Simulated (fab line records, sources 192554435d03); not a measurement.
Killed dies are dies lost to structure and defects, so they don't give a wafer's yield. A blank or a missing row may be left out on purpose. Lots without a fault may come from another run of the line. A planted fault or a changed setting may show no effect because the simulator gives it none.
Chamber matching | flow n5_finfet | N5_BEOL_M8_CMP_52 on cmp-02: 4 sister chambers
The step polishes, stops on SiCOH lowk, t overpolish 6.9 s, target thk 80 nm. 8 wafers are shown with their chamber, then 11 later ones without.

WAFERS WITH THEIR CHAMBER
wafer  | chamber | motor_current_A (A) | barrier_field_endpoint_s (s)
L087.2 | 3       | 5.5                 | 26.9
L087.3 | 0       | 5.3                 | 27.4
L087.5 | 0       | 5.6                 | 27.2
L087.6 | 1       | 5.7                 | 27.6
L093.1 | 1       | 6.3                 | 28.8
L093.4 | 2       | 6.1                 | 29.0
L093.5 | 2       | 6.8                 | 28.3
L093.2 | 3       | 5.8                 | 27.4

WAFERS WITHOUT THEIR CHAMBER
wafer  | motor_current_A (A) | barrier_field_endpoint_s (s)
L093.3 | 5.3                 | 28.8
L093.6 | 5.5                 | 27.9
L096.1 | 5.4                 | 27.9
L096.4 | 5.7                 | 26.9
L096.5 | 5.4                 | 28.2
L096.2 | 6.0                 | 28.2
L096.3 | 6.1                 | 26.8
L096.6 | 5.7                 | 27.4
L097.1 | 5.4                 | 29.4
L097.5 | 5.7                 | 28.4
L097.6 | 6.2                 | 29.2

WHICH CHAMBER EACH WENT THROUGH
wafer  | from the rows above               | in truth
L093.3 | can't be placed: 1 or 0 or 2 or 3 | 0
L093.6 | can't be placed: 0 or 3 or 1 or 2 | 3
L096.1 | can't be placed: 0 or 3 or 1      | 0
L096.4 | can't be placed: 3 or 0           | 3
L096.5 | can't be placed: 1 or 0 or 3 or 2 | 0
L096.2 | can't be placed: 1 or 2           | 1
L096.3 | can't be placed: 3 or 0 or 1      | 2
L096.6 | can't be placed: 3 or 0 or 1      | 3
L097.1 | can't be placed: 1 or 2 or 0 or 3 | 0
L097.5 | can't be placed: 1 or 2 or 0 or 3 | 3
L097.6 | can't be placed: 2 or 1           | 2
Placed correctly: 0 of 11. Can't be placed from these rows: 11 (the true chamber is among the candidates in 10). Placed wrongly: 0.
How it was worked out, from the rows above alone: a wafer's distance from a chamber is the root of the sum, over the readings, of the square of ((its reading less the chamber's mean) divided by the reading's scatter). The wafer belongs to the nearest chamber; if the next one is less than 2 further off, it can't be placed. A chamber's mean is the mean of its shown wafers. The scatter: the root of (the sum of the squares of (reading less its chamber's mean) over the shown wafers, divided by (wafers less chambers)).
